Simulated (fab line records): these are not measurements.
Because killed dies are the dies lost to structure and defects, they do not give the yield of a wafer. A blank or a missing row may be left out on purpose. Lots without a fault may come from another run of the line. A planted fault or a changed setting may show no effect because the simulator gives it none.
Matching of chambers :: flow n5-finfet :: 4 sister chambers for N5_MOL_CONTACT_COAG_ALD_133 on ald-sin-01
The step deposits SiO2, target thk 5 nm, pulse time 1 s, co reactant pulse time 1 s. 8 wafers are shown with their chamber, then 7 later ones without.

WAFERS WITH THEIR CHAMBER
wafer: L180.2
chamber: 0
heater-power-w (W): 72
precursor-pulse-height-rel: 1.024

wafer: L180.4
chamber: 1
heater-power-w (W): 80
precursor-pulse-height-rel: 0.986

wafer: L183.2
chamber: 1
heater-power-w (W): 81
precursor-pulse-height-rel: 0.991

wafer: L183.6
chamber: 2
heater-power-w (W): 73
precursor-pulse-height-rel: 0.985

wafer: L191.5
chamber: 2
heater-power-w (W): 71
precursor-pulse-height-rel: 0.986

wafer: L191.6
chamber: 3
heater-power-w (W): 77
precursor-pulse-height-rel: 1.016

wafer: L192.3
chamber: 3
heater-power-w (W): 80
precursor-pulse-height-rel: 0.989

wafer: L192.4
chamber: 0
heater-power-w (W): 73
precursor-pulse-height-rel: 1.017

WAFERS WHOSE CHAMBER IS MISSING
wafer: L192.5
heater-power-w (W): 80
precursor-pulse-height-rel: 0.986

wafer: L193.1
heater-power-w (W): 83
precursor-pulse-height-rel: 0.974

wafer: L193.4
heater-power-w (W): 73
precursor-pulse-height-rel: 1.027

wafer: L193.5
heater-power-w (W): 80
precursor-pulse-height-rel: 1.009

wafer: L201.2
heater-power-w (W): 82
precursor-pulse-height-rel: 1.010

wafer: L201.5
heater-power-w (W): 82
precursor-pulse-height-rel: 0.976

wafer: L201.6
heater-power-w (W): 75
precursor-pulse-height-rel: 0.967

THE CHAMBER EACH PASSED THROUGH
wafer: L192.5
from the rows above: can't be placed: 1 or 3
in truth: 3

wafer: L193.1
from the rows above: 1
in truth: 1

wafer: L193.4
from the rows above: 0
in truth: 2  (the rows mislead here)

wafer: L193.5
from the rows above: can't be placed: 3 or 1
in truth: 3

wafer: L201.2
from the rows above: can't be placed: 1 or 3
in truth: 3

wafer: L201.5
from the rows above: 1
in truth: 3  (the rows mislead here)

wafer: L201.6
from the rows above: can't be placed: 2 or 3 or 1
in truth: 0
Placed correctly: 1 of 7. Not placeable from these rows: 4 (in 3, the candidates include the true chamber). Wrongly placed: 2.
How it was worked out, from the rows above alone: a wafer's distance from a chamber is the root of the sum, over the readings, of the square of ((its reading less the chamber's mean) divided by the reading's scatter). The wafer belongs to the nearest chamber; if the next one is less than 2 further off, it can't be placed. The mean given for a chamber averages the wafers shown for that chamber. How the scatter is found: for the shown wafers, subtract from each reading the mean of its chamber, square and add these, divide the total by (wafers less chambers), then take the root.
